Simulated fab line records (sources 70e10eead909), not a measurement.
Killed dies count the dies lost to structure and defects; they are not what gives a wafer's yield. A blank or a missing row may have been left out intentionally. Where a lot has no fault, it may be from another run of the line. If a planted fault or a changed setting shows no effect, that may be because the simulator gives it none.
The same fault as seen by 3 desks | flow nandHarc | each desk holds nothing but its own numbers, with what lay behind them at the end

AT THE METROLOGY DESK
Lot by lot, what the gauges showed, no matter which tool ran the lot: averages of those sampled wafers that carry a number. The brackets show how far a lot's mean lies from the usual mean; more than 4 standard deviations puts the lot out of limits, marked OUT.
Columns: A = cdNm at NHARC_P_M1_CD_MEAS_09, usual 130.3 nm; B = overlayXNm at NHARC_P_M1_OVL_MEAS_10, usual 0.0 nm; C = overlayYNm at NHARC_P_M1_OVL_MEAS_10, usual -0.3 nm; D = cdNm at NHARC_P_M1_CD_MEAS_16, usual 130.3 nm
lot  | first seen here | A     | B    | C    | D
L970 | day 8 16:52     | 130.3 | -0.7 | 0.4  | 130.8
L973 | day 9 07:16     | 129.9 | -0.9 | -0.1 | 130.9
L981 | day 11 03:39    | 129.9 | -0.0 | -0.3 | 130.1
L983 | day 11 14:52    | 130.0 | 0.4  | -1.0 | 130.0
L982 | day 11 17:42    | 129.7 | 0.9  | -0.6 | 129.6
Finding of this desk: none of the 5 lots has anything out of limits.

THE TOOL OWNER'S DESK: rieDiel-12
The tool's own readings at NHARC_P_M1_ETCH_28 (etches the open film in CF4/N2, target depth 30 nm, time 72.99 s): means of the sampled wafers that have a number, for each lot that ran on this tool. The brackets show how far a lot's mean lies from the usual mean; more than 4 standard deviations puts the lot out of limits, marked OUT.
Columns: A = drypumpMotorCurrentA at NHARC_P_M1_ETCH_28, usual 5.6 A; B = n2FlowSccm at NHARC_P_M1_ETCH_28, usual 100.0 sccm; C = oesProductAu at NHARC_P_M1_ETCH_28, usual 1.000 a.u.; D = rfVppV at NHARC_P_M1_ETCH_28, usual 314.9 V; E = showerheadPlenumPTorr at NHARC_P_M1_ETCH_28, usual 2.67 Torr; F = throttleValvePct at NHARC_P_M1_ETCH_28, usual 19.794 %
lot  | first seen here | A   | B     | C                | D     | E    | F
L973 | day 9 08:07     | 5.2 | 100.2 | 0.976            | 314.4 | 2.65 | 19.794
L981 | day 11 04:28    | 5.8 | 99.9  | 0.902 (-8.9) OUT | 315.1 | 2.69 | 19.794
This desk's finding: out of limits on L981; first on L981, day 11 04:28 (oesProductAu at NHARC_P_M1_ETCH_28). In limits: L973.

THE DEFECT DESK
Lot by lot, what the route's inspections counted, given as the mean of those sampled wafers with a number. The brackets show how far a lot's mean lies from the usual mean; more than 4 standard deviations puts the lot out of limits, marked OUT.
Columns: A = rawDefectCount at NHARC_P_M1_INSPECT_11, usual 3.7
lot  | first seen here | A
L970 | day 8 16:59     | 4.0
L973 | day 9 07:23     | 4.7
L981 | day 11 03:46    | 6.0
L983 | day 11 14:59    | 3.0
L982 | day 11 17:50    | 3.3
Finding of this desk: none of the 5 lots has anything out of limits.

BROUGHT TOGETHER
An alarm could have come from the tool owner's desk at day 11 04:28, on L981.
From the metrology desk's view, nothing was out of limits.
The defect desk saw nothing out of limits.
The metrology desk holds a record of L981, inside its limits.
The defect desk has L981 on record, within its limits.
Every lot named ran NHARC_P_M1_ETCH_28 on rieDiel-12.

WHAT THE SIMULATOR PUT IN
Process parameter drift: rieDiel-12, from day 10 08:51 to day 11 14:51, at NHARC_P_M1_ETCH_28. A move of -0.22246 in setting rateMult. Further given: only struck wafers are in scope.
Lots struck among those shown: L981.
Hours from the fault's start to each desk's first reading out of limits: the tool owner's desk, 20.
